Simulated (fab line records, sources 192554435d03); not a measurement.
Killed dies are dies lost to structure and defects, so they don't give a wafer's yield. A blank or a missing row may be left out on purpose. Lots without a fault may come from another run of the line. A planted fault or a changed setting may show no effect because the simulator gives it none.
Split-lot experiment | flow n5_finfet | 7 lots, 21 wafers read, on a route of 1938 steps

THE SPLIT
At N5_BEOL_M12_TRENCH_ETCH_34 (etches SiOC in C4F8/O2/Ar, target depth 318.95 nm, time 125.5 s), the setting time_s was moved away from the recipe's 125.5 s on 5 of the 21 wafers read, by -21.7% to +16.6%. The other wafers ran this setting at the recipe's value.

FROM THE SPLIT TO THE READING: what the file shows between them, 10 steps
- N5_BEOL_M12_STRIP_70: strips in C4F8/O2/Ar
- N5_BEOL_M12_OCD_MEAS_35
- N5_BEOL_M12_STRIP_37: strips in N2/H2
- N5_BEOL_M12_ETCH_38: etches SiCN in CF4/N2, target depth 68.7 nm, time 73.4 s
- N5_BEOL_M12_SPUTTER_45: material Cu, target thk 80 nm, time 13.33 s (also split here: time_s)
- N5_BEOL_M12_ECD_47: material Cu, target thk 720 nm
- N5_BEOL_M12_ANNEAL_48: time 90 s
- N5_BEOL_M12_CMP_49: polishes, stops on SiOC, t overpolish 20.6 s, target thk 320 nm
- N5_BEOL_M12_PRE_CLEAN_52: time 15 s
- N5_BEOL_M12_DEP_53: deposits SiCN from 3MS/NH3, target thk 30 nm, time 10.5 s

THE READING
M12_RS, in ohm/sq, at N5_BEOL_M12_RS_MEAS_54 (measures by four-point-probe). Fault-free wafers of this fab line usually give 0.0597 ohm/sq, standard deviation 0.00078 ohm/sq.

wafer  | tool, chamber at the split | time_s as run, s | against the recipe | M12_RS, ohm/sq | against lot-mates on the recipe
L074.4 | rie_diel-05, 2             | 125.5            | recipe             | 0.0583         | -
L074.5 | rie_diel-05, 1             | 98.23            | -21.7%             | 0.0790         | +0.0198
L074.6 | rie_diel-05, 0             | 125.5            | recipe             | 0.0601         | -
L076.2 | rie_diel-03, 1             | 125.5            | recipe             | 0.0596         | -
L076.3 | rie_diel-03, 3             | 125.5            | recipe             | 0.0598         | -
L076.6 | rie_diel-03, 1             | 135.2            | +7.7%              | 0.0548         | -0.0049
L080.3 | rie_diel-03, 1             | 125.5            | recipe             | 0.0589         | -
L080.4 | rie_diel-03, 0             | 125.5            | recipe             | 0.0592         | -
L080.6 | rie_diel-03, 0             | 125.5            | recipe             | 0.0587         | -
L086.1 | rie_diel-05, 2             | 125.5            | recipe             | 0.0594         | -
L086.3 | rie_diel-05, 3             | 125.5            | recipe             | 0.0591         | -
L086.6 | rie_diel-05, 2             | 125.5            | recipe             | 0.0596         | -
L087.2 | rie_diel-03, 3             | 99.02            | -21.1%             | 0.0768         | +0.0172
L087.5 | rie_diel-03, 1             | 125.5            | recipe             | 0.0599         | -
L087.6 | rie_diel-03, 0             | 125.5            | recipe             | 0.0592         | -
L089.4 | rie_diel-05, 2             | 125.5            | recipe             | 0.0599         | -
L089.5 | rie_diel-05, 0             | 143              | +13.9%             | 0.0519         | -0.0083
L089.6 | rie_diel-05, 3             | 125.5            | recipe             | 0.0604         | -
L096.1 | rie_diel-03, 2             | 125.5            | recipe             | 0.0597         | -
L096.2 | rie_diel-03, 1             | 146.3            | +16.6%             | 0.0511         | -0.0088
L096.5 | rie_diel-03, 2             | 125.5            | recipe             | 0.0601         | -

THE FIT
A straight line over all 21 wafers: M12_RS changes by -0.000738 ohm/sq for each +1% of time_s; r = -0.98; the points scatter about the line by 0.0014 ohm/sq.
The same after taking each lot's own level away (the mean of its wafers on the recipe; 21 wafers): -0.000754 ohm/sq for each +1%; r = -0.98; scatter 0.0012 ohm/sq.
On that fit, the largest move of time_s shifts the reading by 0.016 ohm/sq.
The lots' own levels span 0.05893 to 0.06015 ohm/sq, that is 1.6 times the standard deviation above.
So the lot-to-lot level changes the slope little: the two slopes agree.
Check: with one of the wafers moved furthest among these (-21.7%) left out of the fit, the line predicts +0.0153 ohm/sq for it against its lot-mates. It came out at +0.0198 ohm/sq against them.

OTHER SPLITS ON THESE WAFERS
These wafers also went through other splits before the reading. Each is held against what the fit with the lots' levels taken away leaves over:
other split on the same wafers    | wafers away from the commonest value | r with M12_RS (lot level and that fit taken away)
N5_BEOL_M10_TRENCH_ETCH_37 bias_w | 6                                    | -0.35
N5_BEOL_M12_ILD_DEP_00 time_s     | 7                                    | +0.37
N5_BEOL_M12_PEB_08 peb_time_s     | 5                                    | -0.20
N5_BEOL_M12_SPUTTER_45 time_s     | 3                                    | -0.17

THE WHOLE CHAIN: every reading that the file lists as answering this split, in the file's order
step                       | what it does                                                    | reading                                                                       | change (the file's fit)               | r (the file's)
N5_BEOL_M12_TRENCH_ETCH_34 | etches SiOC in C4F8/O2/Ar, target depth 318.95 nm, time 125.5 s | etch.depth_nm (the simulator's own value, which no gauge read)                | +3.42 nm for each +1% of the setting  | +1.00
N5_BEOL_M12_OCD_MEAS_35    |                                                                 | trench_depth_nm                                                               | +3.41 nm for each +1% of the setting  | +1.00
N5_BEOL_M12_CMP_49         | polishes, stops on SiOC, t overpolish 20.6 s, target thk 320 nm | Cu_of_BEOL_M12_ECD_47.thk_nm (the simulator's own value, which no gauge read) | +3.44 nm for each +1% of the setting  | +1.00
N5_BEOL_M12_RS_MEAS_54     | measures by four-point-probe                                    | M12_RS                                                                        | -0.000756 for each +1% of the setting | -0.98

THE FILE'S OWN FIT
M12_RS changes by -0.000756 ohm/sq for each +1% of time_s, r = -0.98.
